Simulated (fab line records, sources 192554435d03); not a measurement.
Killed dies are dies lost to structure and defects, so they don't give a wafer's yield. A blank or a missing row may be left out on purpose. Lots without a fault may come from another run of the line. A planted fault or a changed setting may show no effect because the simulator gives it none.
Chamber matching | flow n5_finfet | N5_BEOL_M4_ILD_DEP_00 on pecvd-02: 3 sister chambers
The step deposits SiOC from DEMS/O2, target thk 79 nm, time 15.3 s. 6 wafers are shown with their chamber, then 7 later ones without.

WAFERS WITH THEIR CHAMBER
wafer  | chamber | heater_power_w (W) | throttle_valve_pct (%)
L084.4 | 2       | 460                | 12.0
L084.6 | 2       | 492                | 11.9
L088.5 | 1       | 415                | 11.8
L088.6 | 0       | 521                | 12.4
L092.1 | 1       | 418                | 11.5
L092.2 | 0       | 579                | 12.2

WAFERS WITHOUT THEIR CHAMBER
wafer  | heater_power_w (W) | throttle_valve_pct (%)
L092.5 | 420                | 11.5
L095.4 | 529                | 12.1
L095.5 | 417                | 11.7
L095.6 | 536                | 12.3
L096.3 | 546                | 12.4
L096.4 | 391                | 11.8
L096.6 | 404                | 11.9

WHICH CHAMBER EACH WENT THROUGH
wafer  | from the rows above     | in truth
L092.5 | 1                       | 1
L095.4 | can't be placed: 0 or 2 | 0
L095.5 | 1                       | 1
L095.6 | 0                       | 0
L096.3 | 0                       | 0
L096.4 | can't be placed: 1 or 2 | 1
L096.6 | can't be placed: 1 or 2 | 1
Placed correctly: 4 of 7. Can't be placed from these rows: 3 (the true chamber is among the candidates in 3). Placed wrongly: 0.
How it was worked out, from the rows above alone: a wafer's distance from a chamber is the root of the sum, over the readings, of the square of ((its reading less the chamber's mean) divided by the reading's scatter). The wafer belongs to the nearest chamber; if the next one is less than 2 further off, it can't be placed. A chamber's mean is the mean of its shown wafers. The scatter: the root of (the sum of the squares of (reading less its chamber's mean) over the shown wafers, divided by (wafers less chambers)).
